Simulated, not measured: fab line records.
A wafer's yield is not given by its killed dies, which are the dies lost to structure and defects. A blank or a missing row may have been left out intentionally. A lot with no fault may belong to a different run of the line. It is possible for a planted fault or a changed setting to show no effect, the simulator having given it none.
Which tool is to blame? | flow n5 finfet | 9 lots, 27 wafers sampled, at 6 steps of a route of 1938

WHAT THE GAUGES READ, wafer by wafer
No reading from a measuring or inspecting step in the record can be judged against a usual standard deviation.

WHICH TOOL RAN EACH LOT (tool, then ch and the chambers of the sampled wafers, then the start)
lot  | N5_BEOL_M10_STRIP_36               | N5_BEOL_M11_CURE_71           | N5_BEOL_M11_COAT_60               | N5_BEOL_M11_ETCH_61                | N5_BEOL_M11_ETCH_62                | N5_PASSIVATION_PROBE_49
L963 | rie diel-01 ch 0,1,3, day 10 09:26 | uv cure-03 ch 1, day 10 12:58 | litho track-02 ch 0, day 10 14:11 | rie diel-03 ch 0,1,3, day 10 14:41 | rie diel-03 ch 0,1,3, day 10 14:44 | -
L965 | rie diel-06 ch 0,1,3, day 10 13:05 | uv cure-03 ch 0, day 10 17:34 | litho track-04 ch 0, day 10 19:55 | rie diel-02 ch 1,2,3, day 10 20:24 | rie diel-02 ch 1,2,3, day 10 20:27 | -
L966 | rie diel-04 ch 2,3, day 10 16:03   | uv cure-02 ch 2, day 10 19:01 | litho track-04 ch 0, day 10 20:28 | rie diel-03 ch 2,3, day 10 20:50   | rie diel-03 ch 2,3, day 10 20:53   | -
L972 | rie diel-06 ch 0, day 12 12:05     | uv cure-01 ch 1, day 12 14:50 | litho track-02 ch 0, day 12 16:19 | rie diel-03 ch 0,2, day 12 16:48   | rie diel-03 ch 0,2, day 12 16:51   | -
L974 | rie diel-04 ch 0,2,3, day 12 23:04 | uv cure-03 ch 2, day 13 02:29 | litho track-02 ch 0, day 13 03:43 | rie diel-03 ch 0,1,3, day 13 04:05 | rie diel-03 ch 0,1,3, day 13 04:08 | -
L976 | rie diel-06 ch 2,3, day 13 06:40   | uv cure-02 ch 0, day 13 10:10 | litho track-02 ch 0, day 13 11:31 | rie diel-05 ch 0,3, day 13 12:01   | rie diel-05 ch 0,3, day 13 12:04   | -
L981 | rie diel-06 ch 1,2,3, day 14 17:57 | uv cure-01 ch 0, day 14 23:00 | litho track-04 ch 0, day 15 00:35 | rie diel-02 ch 0,2,3, day 15 01:04 | rie diel-02 ch 0,2,3, day 15 01:07 | prober-01, day 16 22:51
L985 | rie diel-01 ch 0,2, day 15 16:22   | uv cure-02 ch 2, day 15 19:22 | litho track-04 ch 0, day 15 20:35 | rie diel-05 ch 0,2,3, day 15 21:27 | rie diel-05 ch 0,2,3, day 15 21:30 | -
L984 | rie diel-04 ch 1,3, day 15 22:57   | uv cure-03 ch 2, day 16 01:25 | litho track-01 ch 0, day 16 05:13 | rie diel-05 ch 0,2, day 16 05:35   | rie diel-05 ch 0,2, day 16 05:38   | -
- N5_BEOL_M10_STRIP_36: strips in N2/H2.
- N5_BEOL_M11_CURE_71: cures SiCOH lowk, time 240 s.
- N5_BEOL_M11_COAT_60: time 60 s, resist thk 30 nm.
- N5_BEOL_M11_ETCH_61: etches SiARC in CF4, target depth 39 nm, time 65 s.
- N5_BEOL_M11_ETCH_62: etches SOC in N2/H2, target depth 110 nm, overetch 22 nm, time 165 s.
- N5_PASSIVATION_PROBE_49

WHAT THE TOOLS THEMSELVES READ (means of the sampled wafers that have a number; where no wafer has one, the mark that the record gives instead)
N5_BEOL_M10_STRIP_36. Usual: drypump motor current A 5.7 A, standard deviation 0.52; oes product au 0.80 a.u., standard deviation 0.09; rf vpp V 59.1 V, standard deviation 1.8; showerhead plenum p Torr 2.55 Torr, standard deviation 0.082; temp c 40.00 C, standard deviation 0.12; throttle valve pct 23.63 %, standard deviation 0.19.
lot  | tool        | drypump motor current A (A) | oes product au (a.u.) | rf vpp V (V) | showerhead plenum p Torr (Torr) | temp c (C) | throttle valve pct (%) | flag
L963 | rie diel-01 | 5.4                         | 0.89                  | 60.0         | 2.56                            | 40.06      | 23.63                  |
L965 | rie diel-06 | 5.9                         | 0.71                  | 59.5         | 2.59                            | 39.92      | 23.66                  |
L966 | rie diel-04 | 6.3                         | 0.85                  | 57.0         | 2.61                            | 40.04      | 23.67                  |
L972 | rie diel-06 | 5.5                         | 0.73                  | 59.3         | 2.63                            | 40.12      | 23.77                  |
L974 | rie diel-04 | 5.9                         | 0.82                  | 58.9         | 2.53                            | 40.07      | 23.71                  |
L976 | rie diel-06 | 5.9                         | 0.81                  | 58.2         | 2.53                            | 40.02      | 23.44                  |
L981 | rie diel-06 | 5.9                         | 0.83                  | 59.2         | 2.52                            | 40.10      | 23.42                  |
L985 | rie diel-01 | 5.4                         | 0.80                  | 59.0         | 2.55                            | 40.06      | 23.87                  |
L984 | rie diel-04 | 5.6                         | 0.91                  | 58.5         | 2.56                            | 40.03      | 23.46                  |

N5_BEOL_M11_CURE_71. Usual: lamp power pct 52.31 %, standard deviation 0.056; wafer_temp_C_max 386.9, standard deviation 0.63.
lot  | tool       | lamp power pct (%) | wafer_temp_C_max | flag
L963 | uv cure-03 | 52.28              | 386.3            |
L965 | uv cure-03 | 52.28              | 386.8            |
L966 | uv cure-02 | 52.34              | 388.2            |
L972 | uv cure-01 | 52.27              | 386.6            |
L974 | uv cure-03 | 52.31              | 386.5            |
L976 | uv cure-02 | 52.28              | 387.1            |
L981 | uv cure-01 | 52.33              | 386.6            |
L985 | uv cure-02 | 52.31              | 387.8            |
L984 | uv cure-03 | 52.28              | 386.4            |

N5_BEOL_M11_COAT_60. Usual: dispense pressure kPa 47.5 kPa, standard deviation 2.8; spin speed rpm 1500.1 rpm, standard deviation 1.2.
lot  | tool           | dispense pressure kPa (kPa) | spin speed rpm (rpm) | flag
L963 | litho track-02 | 45.4                        | 1498.6               |
L965 | litho track-04 | 47.7                        | 1500.1               |
L966 | litho track-04 | 47.7                        | 1499.7               |
L972 | litho track-02 | 45.4                        | 1501.5               |
L974 | litho track-02 | 45.4                        | 1265.7               | OFF
L976 | litho track-02 | 45.4                        | 1264.1               | OFF
L981 | litho track-04 | 47.7                        | 1500.5               |
L985 | litho track-04 | 47.7                        | 1499.5               |
L984 | litho track-01 | 52.1                        | 1501.1               |

N5_BEOL_M11_ETCH_61. Usual: drypump motor current A 5.6 A, standard deviation 0.47; etch rf on time s 64.6 s, standard deviation 0.95; mfc ar sccm 100.02 sccm, standard deviation 0.27; oes product au 0.68 a.u., standard deviation 0.078; rf fwd power W 539.0 W, standard deviation 2.4; rf vpp V 184.1 V, standard deviation 1.2; showerhead plenum p Torr 2.15 Torr, standard deviation 0.069; throttle valve pct 15.57 %, standard deviation 0.22.
lot  | tool        | drypump motor current A (A) | etch rf on time s (s) | mfc ar sccm (sccm) | oes product au (a.u.) | rf fwd power W (W) | rf vpp V (V) | showerhead plenum p Torr (Torr) | throttle valve pct (%) | flag
L963 | rie diel-03 | 5.5                         | 64.5                  | 99.85              | 0.65                  | 538.0              | 183.9        | 2.14                            | 15.56                  |
L965 | rie diel-02 | 5.5                         | 64.7                  | 100.32             | 0.66                  | 540.5              | 184.9        | 2.17                            | 15.59                  |
L966 | rie diel-03 | 5.2                         | 63.9                  | 100.14             | 0.66                  | 541.4              | 184.5        | 2.14                            | 15.62                  |
L972 | rie diel-03 | 5.0                         | 63.3                  | 99.86              | 0.74                  | 537.0              | 185.0        | 2.17                            | 15.51                  |
L974 | rie diel-03 | 5.5                         | 70.7                  | 99.79              | 0.63                  | 538.7              | 184.1        | 2.14                            | 15.60                  | OFF
L976 | rie diel-05 | 6.2                         | 69.8                  | 100.30             | 0.74                  | 539.4              | 183.1        | 2.08                            | 15.66                  | OFF
L981 | rie diel-02 | 5.6                         | 65.0                  | 100.05             | 0.65                  | 539.4              | 185.0        | 2.19                            | 15.58                  |
L985 | rie diel-05 | 6.1                         | 64.1                  | 100.20             | 0.72                  | 538.4              | 184.3        | 2.13                            | 15.66                  |
L984 | rie diel-05 | 6.3                         | 63.9                  | 99.99              | 0.78                  | 537.7              | 184.5        | 2.21                            | 15.56                  |

N5_BEOL_M11_ETCH_62. Usual: drypump motor current A 5.6 A, standard deviation 0.47; oes product au 0.67 a.u., standard deviation 0.074; rf fwd power W 837.7 W, standard deviation 2.8; rf vpp V 524.2 V, standard deviation 2.5; showerhead plenum p Torr 2.56 Torr, standard deviation 0.086; temp c 39.99 C, standard deviation 0.11; throttle valve pct 17.76 %, standard deviation 0.24.
lot  | tool        | drypump motor current A (A) | oes product au (a.u.) | rf fwd power W (W) | rf vpp V (V) | showerhead plenum p Torr (Torr) | temp c (C) | throttle valve pct (%) | flag
L963 | rie diel-03 | 5.4                         | 0.65                  | 837.3              | 523.7        | 2.54                            | 40.07      | 17.74                  |
L965 | rie diel-02 | 5.5                         | 0.66                  | 837.2              | 524.9        | 2.58                            | 39.96      | 17.78                  |
L966 | rie diel-03 | 5.2                         | 0.65                  | 838.7              | 523.1        | 2.54                            | 39.82      | 17.79                  |
L972 | rie diel-03 | 5.0                         | 0.72                  | 834.7              | 525.2        | 2.58                            | 39.98      | 17.75                  |
L974 | rie diel-03 | 5.5                         | 0.63                  | 839.2              | 524.5        | 2.53                            | 39.85      | 17.79                  |
L976 | rie diel-05 | 6.2                         | 0.72                  | 836.5              | 522.0        | 2.47                            | 40.02      | 17.87                  |
L981 | rie diel-02 | 5.6                         | 0.65                  | 837.0              | 526.4        | 2.60                            | 39.92      | 17.70                  |
L985 | rie diel-05 | 6.1                         | 0.70                  | 838.7              | 523.3        | 2.53                            | 40.00      | 17.89                  |
L984 | rie diel-05 | 6.4                         | 0.77                  | 835.3              | 526.6        | 2.63                            | 40.10      | 17.81                  |

N5_PASSIVATION_PROBE_49. Usual: defect limited yield 91.5 %, standard deviation 1.4; killed_at_M0_to_M3 33, standard deviation 10; killed_at_M4_up 13, standard deviation 5; killed at contacts 13, standard deviation 5.6; killed at front end 38, standard deviation 12; killed at other 3.9, standard deviation 2.7; killed dies 100, standard deviation 16; killed open 66, standard deviation 13; killed short 32, standard deviation 7.2; sort_bin_5_function 5.0 %, standard deviation 0.97; sort_bin_6_memory 3.2 %, standard deviation 0.61; sort n pass 1080, standard deviation 16; sort yield pct 91.5 %, standard deviation 1.4.
lot  | tool      | defect limited yield (%) | killed_at_M0_to_M3 | killed_at_M4_up | killed at contacts | killed at front end | killed at other | killed dies | killed open | killed short | sort_bin_5_function (%) | sort_bin_6_memory (%) | sort n pass | sort yield pct (%) | flag
L981 | prober-01 | 89.9                     | 28                 | 12              | 14                 | 58                  | 6.0             | 119         | 84          | 30           | 6.1                     | 3.4                   | 1061        | 89.9               |

THE ANSWER, worked out from the rows above alone
Rule: lot off if the mean of its wafers having a number is beyond 3 standard deviations from the usual mean. A lot without any number at a reading at which 4 lots or more have one is off too. All remaining lots with rows at the step are treated as sound. Order of review: gauges by route order, followed by the tools' own readings, for which a lot's mean as printed above is used. The first step at which some lot is off is used, and at that step the reading that is off furthest; a lot without a number counts as furthest.
Off: L974, L976, at N5_BEOL_M11_COAT_60 (spin speed rpm).
If a tool, at that step or one of the process steps before it, ran each lot that is off and ran no sound lot following the first of them, it fits. One fits: N5_BEOL_M11_COAT_60 on litho track-02. Its last sound lot is L972 (day 12 16:19), its first lot that is off L974 (day 13 03:43): a fault that began between those two fits.
The tool's own readings at N5_BEOL_M11_COAT_60 bear it out: on the lots that are off they differ by more than 5 times the standard deviation of the sound lots' means. spin speed rpm reads 1264.9 rpm there against 1500.1 rpm on the sound lots.

WHAT HAD BEEN PUT IN BY THE SIMULATOR
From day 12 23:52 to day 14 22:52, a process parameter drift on litho track-02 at N5_BEOL_M11_COAT_60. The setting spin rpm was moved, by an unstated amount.
Struck lots among those shown: L974, L976. The rule above reached the same finding.
